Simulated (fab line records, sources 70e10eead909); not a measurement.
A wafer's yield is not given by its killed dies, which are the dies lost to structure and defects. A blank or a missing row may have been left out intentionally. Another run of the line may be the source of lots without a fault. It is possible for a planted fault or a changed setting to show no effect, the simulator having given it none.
Matching of chambers :: flow nand harc :: NHARC_A_CONTACT_DESCUM_47 on rie diel-05: 4 sister chambers
The step chemistry O2, time 3 s. 14 wafers are shown with their chamber, then 7 later ones without.

== WAFERS, EACH WITH ITS CHAMBER ==
wafer: L075.2
chamber: 2
showerhead plenum p Torr (Torr): 2.01
drypump motor current A (A): 5.73
oes product au (a.u.): 1.004

wafer: L075.3
chamber: 3
showerhead plenum p Torr (Torr): 2.06
drypump motor current A (A): 5.39
oes product au (a.u.): 1.015

wafer: L075.4
chamber: 1
showerhead plenum p Torr (Torr): 1.88
drypump motor current A (A): 5.43
oes product au (a.u.): 0.993

wafer: L077.2
chamber: 3
showerhead plenum p Torr (Torr): 2.05
drypump motor current A (A): 5.39
oes product au (a.u.): 1.017

wafer: L077.3
chamber: 1
showerhead plenum p Torr (Torr): 1.88
drypump motor current A (A): 5.43
oes product au (a.u.): 0.995

wafer: L077.5
chamber: 2
showerhead plenum p Torr (Torr): 2.01
drypump motor current A (A): 5.71
oes product au (a.u.): 1.012

wafer: L082.3
chamber: 0
showerhead plenum p Torr (Torr): 1.80
drypump motor current A (A): 5.62
oes product au (a.u.): 0.981

wafer: L082.4
chamber: 1
showerhead plenum p Torr (Torr): 1.87
drypump motor current A (A): 5.43
oes product au (a.u.): 0.984

wafer: L082.6
chamber: 0
showerhead plenum p Torr (Torr): 1.80
drypump motor current A (A): 5.64
oes product au (a.u.): 0.989

wafer: L083.1
chamber: 0
showerhead plenum p Torr (Torr): 1.80
drypump motor current A (A): 5.61
oes product au (a.u.): 0.996

wafer: L083.3
chamber: 3
showerhead plenum p Torr (Torr): 2.05
drypump motor current A (A): 5.39
oes product au (a.u.): 1.030

wafer: L083.4
chamber: 1
showerhead plenum p Torr (Torr): 1.87
drypump motor current A (A): 5.42
oes product au (a.u.): 0.986

wafer: L083.2
chamber: 2
showerhead plenum p Torr (Torr): 2.00
drypump motor current A (A): 5.74
oes product au (a.u.): 1.014

wafer: L083.5
chamber: 0
showerhead plenum p Torr (Torr): 1.80
drypump motor current A (A): 5.62
oes product au (a.u.): 0.986

SIGNATURES, as means of the wafers listed above
reading: showerhead plenum p Torr
chamber 0: 1.8000
chamber 1: 1.8750
chamber 2: 2.0067
chamber 3: 2.0533
scatter within a chamber: 0.00483

reading: drypump motor current A
chamber 0: 5.6225
chamber 1: 5.4275
chamber 2: 5.7267
chamber 3: 5.3900
scatter within a chamber: 0.0101

reading: oes product au
chamber 0: 0.98800
chamber 1: 0.98950
chamber 2: 1.01000
chamber 3: 1.02067
scatter within a chamber: 0.00626
Rule: distance of a wafer from a chamber = root of the sum over the readings of ((wafer's reading minus chamber's mean) / reading's scatter) squared. The wafer belongs to the nearest chamber; if the next one is less than 2 further off, it can't be placed. How the scatter is found: for the shown wafers, subtract from each reading the mean of its chamber, square and add these, divide the total by (wafers less chambers), then take the root.

== WAFERS WITH NO CHAMBER GIVEN ==
wafer: L083.6
showerhead plenum p Torr (Torr): 2.05
drypump motor current A (A): 5.36
oes product au (a.u.): 1.029

wafer: L087.2
showerhead plenum p Torr (Torr): 1.87
drypump motor current A (A): 5.43
oes product au (a.u.): 0.981

wafer: L087.3
showerhead plenum p Torr (Torr): 2.05
drypump motor current A (A): 5.37
oes product au (a.u.): 1.026

wafer: L087.4
showerhead plenum p Torr (Torr): 2.00
drypump motor current A (A): 5.72
oes product au (a.u.): 1.023

wafer: L086.3
showerhead plenum p Torr (Torr): 1.87
drypump motor current A (A): 5.42
oes product au (a.u.): 0.985

wafer: L086.4
showerhead plenum p Torr (Torr): 2.00
drypump motor current A (A): 5.73
oes product au (a.u.): 1.014

wafer: L086.5
showerhead plenum p Torr (Torr): 2.05
drypump motor current A (A): 5.35
oes product au (a.u.): 1.031

== WHICH CHAMBER EACH ONE RAN IN ==
wafer: L083.6
from the rows above: 3
in truth: 3

wafer: L087.2
from the rows above: 1
in truth: 1

wafer: L087.3
from the rows above: 3
in truth: 3

wafer: L087.4
from the rows above: 2
in truth: 2

wafer: L086.3
from the rows above: 1
in truth: 1

wafer: L086.4
from the rows above: 2
in truth: 2

wafer: L086.5
from the rows above: 3
in truth: 3
Placed correctly: 7 of 7. Not placeable from these rows: 0. Placed wrongly: 0.
